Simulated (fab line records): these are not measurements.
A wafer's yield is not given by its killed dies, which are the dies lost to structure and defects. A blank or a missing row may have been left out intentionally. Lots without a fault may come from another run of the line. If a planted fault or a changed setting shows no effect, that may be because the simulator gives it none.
Comparing a struck lot with a sound one    flow n5Finfet    37 steps out of a route of 1938
Sound: the wafers L548.2, L548.4, L548.5. Struck: wafer L553.5. (L553.6 of the same lot was not struck and is left out.) The cause comes at the end.
Order at every step that has rows: each side's tool, ch and its chambers, its first start. Under that, the readings that differ: sound wafers    struck wafers    difference of the means    sigmas: that difference in standard deviations of wafers without a fault.
alike: readings with means less than 2 such deviations apart, plus words and numbers identical on both sides. not compared: withheld readings, readings lacking a value on some wafer, bounds such as >300 that could conceal the same value, and numbers that have no deviation in the record and whose values overlap.
Wherever a step has rows on one side only, a row that says differs or no value, or a row with sigmas, the two part there. Non-overlapping numbers with no deviation appear without sigmas and do not part them. Lack of a reading on every wafer of one side parts them only where that side has two or more wafers.

first, 9 steps without rows for these wafers: N5_BEOL_M12_PRE_CLEAN_42 (time 30 s); N5_BEOL_M12_SPUTTER_43 (material TaN, target thk 15 nm, time 24.19 s); N5_BEOL_M12_SPUTTER_44 (material Ta, target thk 10 nm, time 16.13 s); N5_BEOL_M12_SPUTTER_45 (material Cu, target thk 80 nm, time 13.33 s); N5_BEOL_M12_ECD_47 (material Cu, target thk 720 nm); N5_BEOL_M12_ANNEAL_48 (time 90 s); N5_BEOL_M12_CMP_49 (polishes, stops on SiOC, t overpolish 20.6 s, target thk 320 nm); N5_BEOL_M12_PRE_CLEAN_52 (time 15 s); N5_BEOL_M12_DEP_53 (deposits SiCN from 3MS/NH3, target thk 30 nm, time 10.5 s).
N5_BEOL_M13_ILD_DEP_00: deposits SiOC from DEMS/O2, target thk 837.92 nm, time 166.4 s.
  sound on pecvd-01 ch 1,2, day 13 01:29; struck on pecvd-01 ch 0, day 13 23:43
reading                                       sound              struck  difference  sigmas
heaterPowerW (W)                              417 461 556        709     +231        +2
runLengthS (s)                                211.6 211.7 211.2  202.9   -8.6        -19
showerheadPlenumPTorr (Torr)                  5.711 5.698 5.712  5.683   -0.024      -2
model.SiOC_of_BEOL_M13_ILD_DEP_00.thkNm (nm)  826 847.4 827.8    791.2   -42.5       
  alike: throttleValvePct
N5_BEOL_M13_THK_MEAS_01:
  sound: filmMetro-01 at day 13 01:38; struck: filmMetro-02 at day 13 23:49
reading           sound        struck  difference  sigmas
M13_ILD_THK (nm)  826 848 828  791     -43         -4
then, 10 steps without rows for these wafers: N5_BEOL_M13_COAT_58 (time 60 s, resist thk 89 nm); N5_BEOL_M13_COAT_04 (resist thk 400 nm); N5_BEOL_M13_EBR_06; N5_BEOL_M13_SOFTBAKE_05 (time 60 s); N5_BEOL_M13_EXPOSE_07 (exposes mask V12); N5_BEOL_M13_PEB_08 (peb time 90 s); N5_BEOL_M13_DEVELOP_09 (develop time 45 s); N5_BEOL_M13_HARDBAKE_14 (time 120 s); N5_BEOL_M13_DESCUM_15 (chemistry O2, time 7.9 s); N5_BEOL_M13_ETCH_59 (etches BARC in N2/H2, target depth 89 nm, overetch 26.7 nm, time 67.9 s).
N5_BEOL_M13_VIA_ETCH_16: etches SiOC in C4F8/O2/Ar, target depth 921.7 nm.
  sound on rieDiel-06 ch 0,1, day 13 02:14; struck on rieDiel-06 ch 1, day 14 00:23
reading                                    sound            struck  difference  sigmas
model.etch.depthNm (nm)                    826 847.4 827.8  791.1   -42.6       
model.coat_of_BEOL_M13_COAT_04.thkNm (nm)  69.2 67.8 69.2   85.6    +16.9       
  alike: drypumpMotorCurrentA, heOuterTorr, oesProductAu, rfVppV, showerheadPlenumPTorr, throttleValvePct
N5_BEOL_M13_STRIP_63: strips in N2/H2.
  sound on plasmaAsher-02 ch 0,1, day 13 02:29; struck on plasmaAsher-01 ch 1, day 14 00:34
reading                   sound           struck  difference  sigmas
stripTimeToEndpointS (s)  27.4 27.0 27.4  32.2    +4.9        +4
  alike: drypumpMotorCurrentA, heaterPowerW, n2FlowSccm, oesProductAu, tempC
  not compared: rfHoursCounterH
then, 12 steps without rows for these wafers: N5_BEOL_M13_STRIP_64 (strips in N2/H2); N5_BEOL_M13_STRIP_71 (strips in post etch residue remover, time 60 s); N5_BEOL_M13_SRD_72 (time 30 s, dry time 30 s); N5_BEOL_M13_COAT_65 (time 60 s, resist thk 350 nm); N5_BEOL_M13_COAT_66 (time 60 s, resist thk 110 nm); N5_BEOL_M13_COAT_22 (resist thk 300 nm); N5_BEOL_M13_EBR_24; N5_BEOL_M13_SOFTBAKE_23 (time 60 s); N5_BEOL_M13_EXPOSE_25 (exposes mask M13, target cd 210 nm); N5_BEOL_M13_PEB_26 (peb time 90 s); N5_BEOL_M13_DEVELOP_27 (develop time 45 s); N5_BEOL_M13_HARDBAKE_32 (time 120 s).
N5_BEOL_M13_CMP_49: polishes, stops on SiOC, t overpolish 17.1 s, target thk 420 nm.
  sound on cmp-01 ch 0,1,3, day 13 06:36; struck on cmp-02 ch 3, day 14 03:59
reading                                       sound              struck  difference  sigmas
model.SiOC_of_BEOL_M13_ILD_DEP_00.thkNm (nm)  769.6 790.6 770.2  733.2   -43.6       
  alike: motorCurrentA, retainingRingPressureFrac
N5_PASSIVATION_PROBE_49:
  the record has rows for the struck wafers here (prober-02, day 15 11:36) and none for the sound ones

== WHERE THEY PART ==
Earliest at N5_BEOL_M13_ILD_DEP_00; latest, in this record, at N5_PASSIVATION_PROBE_49.

WHY: the cause the simulator had injected
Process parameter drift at N5_BEOL_M13_ILD_DEP_00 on pecvd-01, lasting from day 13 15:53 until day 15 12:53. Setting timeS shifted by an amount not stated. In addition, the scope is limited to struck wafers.
